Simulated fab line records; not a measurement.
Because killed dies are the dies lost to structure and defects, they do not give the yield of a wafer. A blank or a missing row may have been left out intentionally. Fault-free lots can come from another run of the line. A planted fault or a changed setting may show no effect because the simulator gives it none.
Which of the tools did it?    flow n5Finfet    12 lots, 36 wafers sampled, at 6 steps of a route of 1938

WHAT EACH GAUGE READ, for each wafer
N5_MOL_CONTACT_COAG_INSPECT_10: inspects for defects (brightfield).
lot   measured      on                rawDefectCount
L075  day 5 03:10   defectInspect-02  63 77 85
L077  day 5 15:32   defectInspect-02  60 100 75
L079  day 5 22:47   defectInspect-02  39 45 79
L081  day 6 13:02   defectInspect-01  62 55 47
L083  day 7 02:29   defectInspect-02  85 58 119
L085  day 7 18:37   defectInspect-02  59 108 139
L087  day 8 02:38   defectInspect-01  76 61 75
L089  day 8 09:38   defectInspect-02  72 50 46
L091  day 8 21:48   defectInspect-02  59 43 48
L093  day 9 12:17   defectInspect-02  66 69 85
L095  day 10 04:41  defectInspect-01  81 139 93
L097  day 10 10:08  defectInspect-02  83 87 46

TOOL THAT RAN EACH LOT (tool first, then ch and the chambers of the sampled wafers, then the start)
lot   N5_HKMG_FIN_ETCH_32               N5_HKMG_FIN_CMP_23             N5_GATE_CUT_STRIP_59              N5_GATE_CUT_ETCH_36                N5_GATE_CUT_CMP_43
L075  rieDiel-04 ch 2,3, day 4 08:56    cmp-02 ch 0,1,3, day 4 12:46   rieDiel-03 ch 0,1,3, day 4 13:40  rieDiel-03 ch 0,1, day 4 20:47     cmp-01 ch 0,3, day 5 02:05
L077  rieDiel-02 ch 0,1,3, day 5 03:40  cmp-01 ch 0,1,3, day 5 07:21   rieDiel-03 ch 0,2,3, day 5 08:31  rieDiel-01 ch 0,1,2, day 5 11:50   cmp-02 ch 1,2,3, day 5 14:26
L079  rieDiel-05 ch 1,2, day 5 10:43    cmp-04 ch 0,1,2, day 5 14:33   rieDiel-03 ch 1,2,3, day 5 15:41  rieDiel-03 ch 1,2,3, day 5 19:02   cmp-03 ch 0,1,3, day 5 21:41
L081  rieDiel-02 ch 0,2,3, day 6 00:32  cmp-04 ch 0,2,3, day 6 04:30   rieDiel-06 ch 0,1,3, day 6 05:35  rieDiel-01 ch 1,3, day 6 09:15     cmp-01 ch 2,3, day 6 12:01
L083  rieDiel-05 ch 1,2, day 6 13:31    cmp-04 ch 0,1,2, day 6 17:09   rieDiel-03 ch 1,3, day 6 18:17    rieDiel-01 ch 0,1,2, day 6 22:11   cmp-01 ch 1,3, day 7 01:22
L085  rieDiel-04 ch 0,1,2, day 7 06:02  cmp-01 ch 1,2, day 7 09:47     rieDiel-06 ch 0,2,3, day 7 11:14  rieDiel-03 ch 0,2,3, day 7 14:33   cmp-03 ch 0,2,3, day 7 17:45
L087  rieDiel-04 ch 0,1,2, day 7 14:11  cmp-01 ch 0,2,3, day 7 18:05   rieDiel-01 ch 0,2,3, day 7 19:29  rieDiel-03 ch 0,2,3, day 7 22:49   cmp-02 ch 0,2,3, day 8 01:25
L089  rieDiel-04 ch 0,1,3, day 7 20:56  cmp-01 ch 0,1,2, day 8 00:38   rieDiel-01 ch 1,2,3, day 8 01:47  rieDiel-03 ch 0,1,2, day 8 05:49   cmp-03 ch 0,2,3, day 8 08:25
L091  rieDiel-05 ch 1,2, day 8 07:57    cmp-02 ch 1,2, day 8 11:37     rieDiel-06 ch 1,2,3, day 8 12:45  rieDiel-06 ch 0,3, day 8 17:27     cmp-03 ch 0,1,3, day 8 20:44
L093  rieDiel-05 ch 2,3, day 8 23:43    cmp-02 ch 0,1,2, day 9 03:31   rieDiel-03 ch 0,3, day 9 04:35    rieDiel-03 ch 0,1,2, day 9 08:35   cmp-01 ch 1,2, day 9 11:16
L095  rieDiel-05 ch 0,1, day 9 16:04    cmp-01 ch 0,3, day 9 19:43     rieDiel-03 ch 0,2,3, day 9 20:46  rieDiel-01 ch 0,1, day 10 00:50    cmp-01 ch 0,1,3, day 10 03:36
L097  rieDiel-05 ch 0,1,2, day 9 21:50  cmp-02 ch 0,1,3, day 10 01:34  rieDiel-06 ch 0,3, day 10 02:43   rieDiel-03 ch 0,1,2, day 10 06:26  cmp-01 ch 2,3, day 10 09:07
- N5_HKMG_FIN_ETCH_32: etches SOC in N2/H2, target depth 240 nm, time 300 s.
- N5_HKMG_FIN_CMP_23: polishes, stops on SiNx, t overpolish 10 s, target thk 46.326 nm.
- N5_GATE_CUT_STRIP_59: strips in N2/H2, time 20 s.
- N5_GATE_CUT_ETCH_36: etches SiARC in CF4, target depth 13 nm, time 21.7 s.
- N5_GATE_CUT_CMP_43: polishes SiO2.

THE ANSWER, worked out from the rows above alone
Rule: what is usual is taken from the lots themselves. The widest of any qualifying gaps counts: lots, ordered by their means at a reading, are off when they make up no more than a third of the lots, leave a main group of 4 or more, and stand apart from it by 3 or more times the standard deviation of that group's means. If all means in a main group match to the digits the tables above print for the reading, that group is not used. A lot without any number at a reading at which 4 lots or more have one is off too. Any other lot the step has rows for is counted as sound.
No lot is off on any of the readings shown, so nothing can be concluded from this.

WHAT THE SIMULATOR PUT IN
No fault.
